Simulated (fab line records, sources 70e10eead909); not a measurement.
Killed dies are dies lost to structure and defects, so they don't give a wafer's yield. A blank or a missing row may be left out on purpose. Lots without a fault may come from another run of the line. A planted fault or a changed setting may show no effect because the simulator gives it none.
One fault seen from 2 desks | flow nand_harc | each desk has only its own numbers; what lay behind them comes last

THE TOOL OWNER'S DESK: cmp-04
The tool's own readings at NHARC_P_M0_CMP_23 (polishes, t overpolish 20 s, target thk 117.54 nm): means of the sampled wafers that have a number, for each lot that ran on this tool. A lot is out of limits, marked OUT, if its mean lies more than 4 standard deviations from the usual mean; the brackets give that distance.
Columns: A = edge_zone_pressure_frac at NHARC_P_M0_CMP_23, usual 1.000; B = motor_current_A at NHARC_P_M0_CMP_23, usual 12.0 A; C = time_to_endpoint_s at NHARC_P_M0_CMP_23, usual 29.1 s
lot  | first seen here | A     | B    | C
L338 | day 6 13:13     | 1.004 | 10.7 | 29.0
L340 | day 7 03:49     | 0.999 | 11.6 | 31.8
L341 | day 7 22:19     | 1.001 | 11.8 | 28.0
L343 | day 8 15:06     | 1.003 | 12.3 | 31.8
L344 | day 8 20:28     | 0.999 | 11.4 | 32.2
L351 | day 12 07:44    | 1.002 | 11.8 | 26.8
L353 | day 13 01:46    | 1.002 | 12.2 | 31.1
L356 | day 14 00:28    | 1.007 | 12.4 | 28.9
L360 | day 15 23:31    | 1.001 | 11.8 | 30.8
This desk's finding: nothing out of limits on any of the 9 lots.

THE DEFECT DESK
What the inspections along the route counted, lot by lot: means of the sampled wafers that have a number. A lot is out of limits, marked OUT, if its mean lies more than 4 standard deviations from the usual mean; the brackets give that distance.
Columns: A = raw_defect_count at NHARC_P_M0_INSPECT_11, usual 4.5; B = raw_defect_count at NHARC_P_M1_INSPECT_11, usual 4.4
lot  | first seen here | A   | B
L337 | day 6 00:53     | 4.7 | 3.7
L338 | day 6 11:03     | 4.0 | 3.3
L340 | day 7 01:43     | 4.0 | 4.7
L341 | day 7 20:12     | 5.3 | 4.0
L343 | day 8 13:02     | 4.7 | 262.7 (+99 or more) OUT
L344 | day 8 18:09     | 3.7 | 279.7 (+99 or more) OUT
L351 | day 12 05:40    | 6.3 | 6.7
L353 | day 12 23:40    | 4.0 | 5.7
L356 | day 13 22:25    | 4.0 | 4.7
L357 | day 14 14:44    | 4.7 | 3.0
L360 | day 15 21:22    | 4.3 | 3.7
This desk's finding: out of limits on L343, L344; first on L343, day 8 16:58 (raw_defect_count at NHARC_P_M1_INSPECT_11). In limits: L337, L338, L340, L341, L351, L353, L356, L357, L360.

PUT TOGETHER
The defect desk could have raised an alarm at day 8 16:58, on L343, L344.
The tool owner's desk saw nothing out of limits.
The tool owner's desk has L343, L344 on record, within its limits.
Of the lots named, all ran NHARC_P_M0_CMP_23 on cmp-04.

WHAT THE SIMULATOR HAD PUT IN
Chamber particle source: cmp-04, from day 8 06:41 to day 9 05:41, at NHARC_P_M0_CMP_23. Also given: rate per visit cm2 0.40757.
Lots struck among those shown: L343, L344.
Hours from the fault's start to each desk's first reading out of limits: the defect desk, 10.
